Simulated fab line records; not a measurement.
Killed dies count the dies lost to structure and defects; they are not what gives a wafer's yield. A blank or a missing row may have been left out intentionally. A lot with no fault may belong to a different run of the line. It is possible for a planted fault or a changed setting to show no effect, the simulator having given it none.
A single fault, viewed from 3 desks | flow n5Finfet | each desk holds nothing but its own numbers, with what lay behind them at the end

## TOOL OWNER'S DESK, lithoTrack-01
The tool's own readings at N5_BEOL_M8_PEB_09 (peb time 60 s): means of the sampled wafers that have a number, for each lot that ran on this tool. Marked OUT: a lot whose mean sits more than 4 standard deviations from the usual mean, which makes it out of limits; the brackets give that distance.
Columns: A = resistLineTempC at N5_BEOL_M8_PEB_09, usual 23.00 C
lot  | first seen here | A
L982 | day 10 18:59    | 22.94
L985 | day 11 13:04    | 23.05
L986 | day 12 01:13    | 23.00
This desk found nothing out of limits on any of the 3 lots.

## FROM THE METROLOGY DESK
Lot by lot, what the gauges showed, no matter which tool ran the lot: averages of those sampled wafers that carry a number. Marked OUT: a lot whose mean sits more than 4 standard deviations from the usual mean, which makes it out of limits; the brackets give that distance.
Columns: A = M8_ILD_THK at N5_BEOL_M8_THK_MEAS_01, usual 155.0 nm; B = cdNm at N5_BEOL_M8_CD_MEAS_11, usual 38.9 nm; C = M8_OVL at N5_BEOL_M8_OVL_MEAS_12, usual 0.0 nm
lot  | first seen here | A     | B    | C
L982 | day 10 17:31    | 157.5 | 38.8 | 0.3
L985 | day 11 12:00    | 155.6 | 38.0 | 0.2
L986 | day 11 21:04    | 154.6 | 38.4 | 0.2
L996 | day 14 01:40    | 155.9 | 37.9 | -0.1
L998 | day 14 12:05    | 155.2 | 37.6 | -0.4
L100 | day 14 17:14    | 152.5 | 39.1 | -0.2
This desk found nothing out of limits on any of the 6 lots.

## THE DEFECT DESK
For each lot, the counts of the inspections along the route, averaged over the sampled wafers that have a number. Marked OUT: a lot whose mean sits more than 4 standard deviations from the usual mean, which makes it out of limits; the brackets give that distance.
Columns: A = rawDefectCount at N5_BEOL_M7_INSPECT_58, usual 67; B = rawDefectCount at N5_BEOL_M8_INSPECT_13, usual 417
lot  | first seen here | A   | B
L982 | day 10 16:53    | 106 | 563
L985 | day 11 11:23    | 52  | 411
L986 | day 11 19:39    | 70  | 350
L996 | day 14 01:04    | 52  | 371
L998 | day 14 11:29    | 96  | 346
L100 | day 14 16:37    | 89  | 530
This desk found nothing out of limits on any of the 6 lots.

## BROUGHT TOGETHER
The desk of the tool owner found nothing out of limits.
At the metrology desk, nothing out of limits was observed.
Nothing out of limits was seen by the defect desk.

## WHAT WAS PUT IN BY THE SIMULATOR
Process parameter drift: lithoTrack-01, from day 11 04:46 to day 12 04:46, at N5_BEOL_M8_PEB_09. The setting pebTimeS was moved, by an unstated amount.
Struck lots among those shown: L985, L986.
